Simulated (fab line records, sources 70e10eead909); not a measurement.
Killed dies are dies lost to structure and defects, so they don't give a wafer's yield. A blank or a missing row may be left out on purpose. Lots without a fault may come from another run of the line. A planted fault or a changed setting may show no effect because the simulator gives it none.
Chamber matching | flow nand_harc | NHARC_A_BLC_ALD_23 on ald_metal-01: 4 sister chambers
The step deposits TiN, target thk 3 nm, pulse time 1 s, ald cycles 150. 8 wafers are shown with their chamber, then 8 later ones without.

WAFERS WITH THEIR CHAMBER
wafer  | chamber | heater_power_w (W) | heater_power_outer_w (W)
L080.3 | 1       | 1051               | 664
L080.5 | 2       | 932                | 584
L083.4 | 1       | 1036               | 654
L083.6 | 0       | 1069               | 669
L085.4 | 0       | 1091               | 669
L085.5 | 2       | 941                | 597
L085.6 | 3       | 1062               | 694
L089.1 | 3       | 1054               | 670

WAFERS WITHOUT THEIR CHAMBER
wafer  | heater_power_w (W) | heater_power_outer_w (W)
L089.3 | 1114               | 661
L089.6 | 1107               | 665
L088.1 | 1068               | 667
L088.4 | 1132               | 674
L088.5 | 1045               | 668
L097.3 | 1082               | 676
L097.4 | 1043               | 642
L097.6 | 1034               | 670

WHICH CHAMBER EACH WENT THROUGH
wafer  | from the rows above          | in truth
L089.3 | 0                            | 0
L089.6 | 0                            | 0
L088.1 | can't be placed: 0 or 3 or 1 | 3
L088.4 | 0                            | 0
L088.5 | can't be placed: 1 or 3      | 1
L097.3 | can't be placed: 0 or 3      | 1
L097.4 | 1                            | 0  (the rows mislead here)
L097.6 | can't be placed: 1 or 3      | 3
Placed correctly: 3 of 8. Can't be placed from these rows: 4 (the true chamber is among the candidates in 3). Placed wrongly: 1.
How it was worked out, from the rows above alone: a wafer's distance from a chamber is the root of the sum, over the readings, of the square of ((its reading less the chamber's mean) divided by the reading's scatter). The wafer belongs to the nearest chamber; if the next one is less than 2 further off, it can't be placed. A chamber's mean is the mean of its shown wafers. The scatter: the root of (the sum of the squares of (reading less its chamber's mean) over the shown wafers, divided by (wafers less chambers)).
